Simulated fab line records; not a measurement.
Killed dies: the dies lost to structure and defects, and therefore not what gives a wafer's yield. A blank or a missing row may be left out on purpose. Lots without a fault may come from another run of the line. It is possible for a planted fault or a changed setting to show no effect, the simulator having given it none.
A lot that was struck, set against a sound lot    flow nand_harc    14 out of 1159 route steps
Sound: these wafers, L421.2, L421.4, L421.5. The struck wafers were L411.3, L411.4, L411.6. The cause is given at the end.
Order at every step that has rows: each side's tool, ch and its chambers, its first start. Under that, the readings that differ: sound wafers    struck wafers    difference of the means    sigmas: that difference in standard deviations of wafers without a fault.
alike: same words and numbers on both sides, and readings whose means sit less than 2 such deviations apart. not compared: any withheld reading, any reading some wafer has no value for, any bound like >300 that may hide the same value, and any number with overlapping values for which the record gives no deviation.
The two part at a step that has a row with sigmas, a row that says differs or no value, or rows on one side only. Numbers that don't overlap but have no deviation are shown without sigmas and don't part them. A reading missing from all wafers of one side parts the sides only when that side holds two or more wafers.

first, 2 steps without rows for these wafers: NHARC_A_SOURCE_PLATE_SRD_01; NHARC_A_SOURCE_PLATE_OXIDE_02 (material SiO2, target thk 10 nm, ox time 1362 s).
NHARC_A_SOURCE_PLATE_THK_MEAS_09: measures by ellipsometry.
  sound on film_metro-01 at day 10 09:26; struck on film_metro-01 at day 7 12:58
  alike: thk_nm
then, 3 steps without rows for these wafers: NHARC_A_SOURCE_PLATE_PVD_04 (deposits WSi2, target thk 50 nm); NHARC_A_SOURCE_PLATE_CVD_03 (deposits poly-Si, target thk 200 nm, time 4000 s); NHARC_A_SOURCE_PLATE_ANNEAL_05 (time 1800 s).
NHARC_A_SOURCE_PLATE_THK_MEAS_06: measures by ellipsometry.
  sound on film_metro-02 at day 10 22:56; struck on film_metro-01 at day 8 00:53
  alike: thk_nm
NHARC_A_SOURCE_PLATE_INSPECT_08:
  sound on defect_inspect-01 at day 10 23:01; struck on defect_inspect-02 at day 8 00:58
  alike: raw_defect_count
after that, 1 step with no rows for these wafers: NHARC_A_ONON_D1_DEP_00 (target thk 1000 nm).
NHARC_A_ONON_D1_THK_MEAS_02: measures by ellipsometry.
  sound on film_metro-01 at day 10 23:36; struck on film_metro-02 at day 8 01:34
  alike: thk_nm
NHARC_A_ONON_D1_DEP_03: target thk 1000 nm.
  sound on pecvd_onon-03 ch 0, day 10 23:43; struck on pecvd_onon-02 ch 0, day 8 01:44
NHARC_A_ONON_D1_THK_MEAS_05: measures by ellipsometry.
  sound on film_metro-02 at day 11 00:10; struck on film_metro-02 at day 8 02:08
reading      sound           struck       difference  sigmas
thk_nm (nm)  1005 1003 1006  483 485 484  -521        -52
after that, 1 step with no rows for these wafers: NHARC_A_ONON_D1_DEP_06 (target thk 1000 nm).
-- record jumps: 13 days between struck wafers' starts before vs after; left off in module A_ONON_D1, resumes in module END, first step shown is number 1159 of the route --
NHARC_END_SORT_01:
  the record has rows for the struck wafers here (prober-02 ch 0, day 20 15:41) and none for the sound ones

WHERE THEY PART
Earliest at NHARC_A_ONON_D1_THK_MEAS_05; latest, in this record, at NHARC_END_SORT_01.

WHY: what the simulator had put in
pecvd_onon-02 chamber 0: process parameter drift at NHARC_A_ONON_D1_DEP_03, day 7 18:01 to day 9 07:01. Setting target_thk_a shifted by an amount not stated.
